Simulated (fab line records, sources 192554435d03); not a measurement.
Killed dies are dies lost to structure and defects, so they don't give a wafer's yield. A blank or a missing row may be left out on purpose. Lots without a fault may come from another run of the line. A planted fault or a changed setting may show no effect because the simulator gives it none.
Chamber matching | flow n5_finfet | N5_BEOL_M0_CUTY_DESCUM_61 on rie_diel-03: 4 sister chambers
The step chemistry O2, time 7.9 s. 20 wafers are shown with their chamber, then 10 later ones without.

WAFERS WITH THEIR CHAMBER
wafer  | chamber | drypump_motor_current_A (A) | showerhead_plenum_p_Torr (Torr) | throttle_valve_pct (%)
L076.3 | 2       | 5.1                         | 2.08                            | 20.34
L076.4 | 3       | 5.4                         | 2.23                            | 20.10
L076.6 | 1       | 5.9                         | 2.13                            | 20.55
L078.1 | 0       | 5.7                         | 1.98                            | 20.59
L078.3 | 1       | 5.9                         | 2.13                            | 20.58
L078.5 | 2       | 5.1                         | 2.08                            | 20.35
L080.2 | 1       | 5.9                         | 2.13                            | 20.57
L080.3 | 0       | 5.6                         | 1.98                            | 20.59
L080.4 | 3       | 5.4                         | 2.22                            | 20.11
L082.2 | 3       | 5.4                         | 2.22                            | 20.12
L082.3 | 0       | 5.7                         | 1.98                            | 20.60
L082.4 | 1       | 5.9                         | 2.13                            | 20.58
L081.2 | 3       | 5.4                         | 2.22                            | 20.13
L081.3 | 2       | 5.1                         | 2.07                            | 20.34
L081.5 | 3       | 5.4                         | 2.22                            | 20.12
L084.1 | 3       | 5.4                         | 2.22                            | 20.13
L084.2 | 2       | 5.1                         | 2.07                            | 20.36
L084.4 | 1       | 5.9                         | 2.12                            | 20.59
L088.2 | 1       | 5.9                         | 2.11                            | 20.64
L088.3 | 2       | 5.1                         | 2.06                            | 20.41

SIGNATURES (means of the wafers above)
reading                  | chamber 0 | chamber 1 | chamber 2 | chamber 3 | scatter within a chamber
drypump_motor_current_A  | 5.667     | 5.900     | 5.100     | 5.400     | 0.0204
showerhead_plenum_p_Torr | 1.9800    | 2.1250    | 2.0720    | 2.2217    | 0.00668
throttle_valve_pct       | 20.5933   | 20.5850   | 20.3600   | 20.1183   | 0.0233
Rule: a wafer's distance from a chamber is the root of the sum, over the readings, of the square of ((its reading less the chamber's mean) divided by the reading's scatter). The wafer belongs to the nearest chamber; if the next one is less than 2 further off, it can't be placed. The scatter: the root of (the sum of the squares of (reading less its chamber's mean) over the shown wafers, divided by (wafers less chambers)).

WAFERS WITHOUT THEIR CHAMBER
wafer  | drypump_motor_current_A (A) | showerhead_plenum_p_Torr (Torr) | throttle_valve_pct (%)
L088.5 | 5.4                         | 2.21                            | 20.18
L089.3 | 5.1                         | 2.06                            | 20.40
L089.5 | 5.4                         | 2.21                            | 20.17
L089.6 | 5.1                         | 2.06                            | 20.42
L087.1 | 5.9                         | 2.11                            | 20.63
L087.2 | 5.4                         | 2.21                            | 20.19
L087.3 | 5.1                         | 2.06                            | 20.41
L086.3 | 5.9                         | 2.11                            | 20.63
L086.4 | 5.4                         | 2.21                            | 20.19
L086.5 | 5.1                         | 2.06                            | 20.42

WHICH CHAMBER EACH WENT THROUGH
wafer  | from the rows above | in truth
L088.5 | 3                   | 3
L089.3 | 2                   | 2
L089.5 | 3                   | 3
L089.6 | 2                   | 2
L087.1 | 1                   | 1
L087.2 | 3                   | 3
L087.3 | 2                   | 2
L086.3 | 1                   | 1
L086.4 | 3                   | 3
L086.5 | 2                   | 2
Placed correctly: 10 of 10. Can't be placed from these rows: 0. Placed wrongly: 0.
